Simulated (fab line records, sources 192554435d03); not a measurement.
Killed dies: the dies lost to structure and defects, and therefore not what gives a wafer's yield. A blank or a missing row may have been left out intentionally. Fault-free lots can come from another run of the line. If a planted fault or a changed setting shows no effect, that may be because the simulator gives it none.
Chamber matching    flow n5-finfet    pecvd-04 running N5_BEOL_M2_ILD_DEP_00: 3 sister chambers
The step deposits SiOC from DEMS/O2, target thk 79 nm, time 15.3 s. 6 wafers are shown with their chamber, then 9 later ones without.

WAFERS WITH THEIR CHAMBER
wafer   chamber  throttle-valve-pct (%)  showerhead-plenum-p-Torr (Torr)
L084.2  2        11.7                    5.701
L087.1  0        13.3                    5.674
L087.2  2        11.8                    5.693
L088.1  1        12.7                    5.707
L088.4  1        12.5                    5.701
L088.6  0        13.2                    5.665

WAFERS WITH NO CHAMBER GIVEN
wafer   throttle-valve-pct (%)  showerhead-plenum-p-Torr (Torr)
L091.2  11.5                    5.700
L091.4  11.7                    5.726
L091.6  12.9                    5.719
L095.2  11.8                    5.722
L095.3  12.8                    5.708
L095.4  11.6                    5.699
L092.4  11.6                    5.692
L092.5  13.3                    5.668
L092.6  12.4                    5.709

WHICH CHAMBER EACH ONE RAN IN
wafer   from the rows above  in truth
L091.2  2                    2
L091.4  2                    2
L091.6  1                    1
L095.2  2                    2
L095.3  1                    1
L095.4  2                    2
L092.4  2                    2
L092.5  0                    0
L092.6  1                    1
Correct placement for 9 of the 9. Can't be placed from these rows: 0. Wrongly placed: 0.
How it was worked out, from the rows above alone: a wafer's distance from a chamber is the root of the sum, over the readings, of the square of ((its reading less the chamber's mean) divided by the reading's scatter). The wafer belongs to the nearest chamber; if the next one is less than 2 further off, it can't be placed. Each chamber's mean is taken over the wafers shown for it. How the scatter is found: for the shown wafers, subtract from each reading the mean of its chamber, square and add these, divide the total by (wafers less chambers), then take the root.
